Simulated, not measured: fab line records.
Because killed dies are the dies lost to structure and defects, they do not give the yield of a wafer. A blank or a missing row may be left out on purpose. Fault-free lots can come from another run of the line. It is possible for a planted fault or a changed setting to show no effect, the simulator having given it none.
A struck lot beside a sound one + flow n5 finfet + 15 steps out of a route of 1938
Sound: wafers L650.2, L650.3, L650.5. Struck: wafers L659.2, L659.3, L659.6. The cause comes at the end.
Per side, at each step with rows, come the tool, then ch with its chambers, and then its first start. Under that, the readings that differ: sound wafers + struck wafers + difference of the means + sigmas: that difference in standard deviations of wafers without a fault.
alike: a reading whose means differ by less than 2 such deviations, as well as words and numbers matching on both sides. not compared: withheld readings; readings where some wafer has no value; bounds like >300 that might hide an equal value; numbers whose values overlap and for which the record gives no deviation.
The two part at a step that has a row with sigmas, a row that says differs or no value, or rows on one side only. When numbers do not overlap yet have no deviation, they are printed without sigmas and do not part them. A reading that every wafer of one side lacks parts them only if that side has two wafers or more.

first, 7 steps without rows for these wafers: N5_BEOL_M7_COAT_60 (time 60 s, resist thk 35 nm); N5_BEOL_M7_COAT_05 (resist thk 90 nm); N5_BEOL_M7_EBR_07; N5_BEOL_M7_SOFTBAKE_06 (time 60 s); N5_BEOL_M7_EXPOSE_08 (exposes mask M7); N5_BEOL_M7_PEB_09 (peb time 60 s); N5_BEOL_M7_DEVELOP_10 (develop time 30 s).
N5_BEOL_M7_CD_MEAS_11: target cd 38.5 nm.
  sound on cd sem-02 ch 0, day 10 20:51; struck on cd sem-01 ch 0, day 13 06:37
  alike: cd nm
N5_BEOL_M7_OVL_MEAS_12:
  sound on overlay-01 ch 0, day 10 20:53; struck on overlay-01 ch 0, day 13 06:38
| reading     | sound         | struck      | difference | sigmas |
|-------------|---------------|-------------|------------|--------|
| M7_OVL (nm) | 0.2 -0.9 -0.3 | 1.7 0.8 0.7 | +1.4       | +2     |
N5_BEOL_M7_INSPECT_13: inspects for defects (brightfield).
  struck on defect inspect-02, day 13 06:40; sound on defect inspect-02, day 10 20:55
  alike: raw defect count
N5_BEOL_M7_DESCUM_16: chemistry O2, time 7.9 s.
  sound on rie diel-03 ch 0,1,2, day 10 20:57; struck on rie diel-03 ch 1,3, day 13 06:41
  alike: drypump motor current A, oes product au, rf vpp V, showerhead plenum p Torr, throttle valve pct
  not compared: rf hours counter h
N5_BEOL_M7_ETCH_61: etches SiARC in CF4, target depth 45.5 nm, time 75.8 s.
  sound on rie diel-03 ch 0,1,2, day 10 20:59; struck on rie diel-03 ch 1,3, day 13 06:44
  alike: bias w, drypump motor current A, etch rf on time s, oes product au, rf fwd power W, rf vpp V, showerhead plenum p Torr, throttle valve pct
  not compared: rf hours counter h
N5_BEOL_M7_ETCH_62: etches SOC in N2/H2, target depth 110 nm, overetch 22 nm, time 165 s.
  sound on rie diel-03 ch 0,1,2, day 10 21:02; struck on rie diel-03 ch 1,3, day 13 06:47
| reading                                    | sound             | struck               | difference | sigmas |
|--------------------------------------------|-------------------|----------------------|------------|--------|
| rf fwd power W (W)                         | 845.3 835.7 834.1 | 1037.2 1036.7 1035.5 | +198.1     | +73    |
| rf vpp V (V)                               | 520.6 526.4 522.2 | 491.5 483.9 491.5    | -34.1      | -11    |
| model.SiARC_of_BEOL_M7_COAT_60.thk nm (nm) | 28.4 28.4 28.2    | 27.2 27.8 27.2       | -0.9       |        |
  alike: bias w, drypump motor current A, oes product au, showerhead plenum p Torr, throttle valve pct
  not compared: rf hours counter h
then, 2 steps without rows for these wafers: N5_BEOL_M7_STRIP_68 (strips in N2/H2); N5_PASSIVATION_PROBE_49.

WHERE THEY PART
First at N5_BEOL_M7_OVL_MEAS_12; last, within this record, at N5_BEOL_M7_ETCH_62.

WHY: the cause the simulator had injected
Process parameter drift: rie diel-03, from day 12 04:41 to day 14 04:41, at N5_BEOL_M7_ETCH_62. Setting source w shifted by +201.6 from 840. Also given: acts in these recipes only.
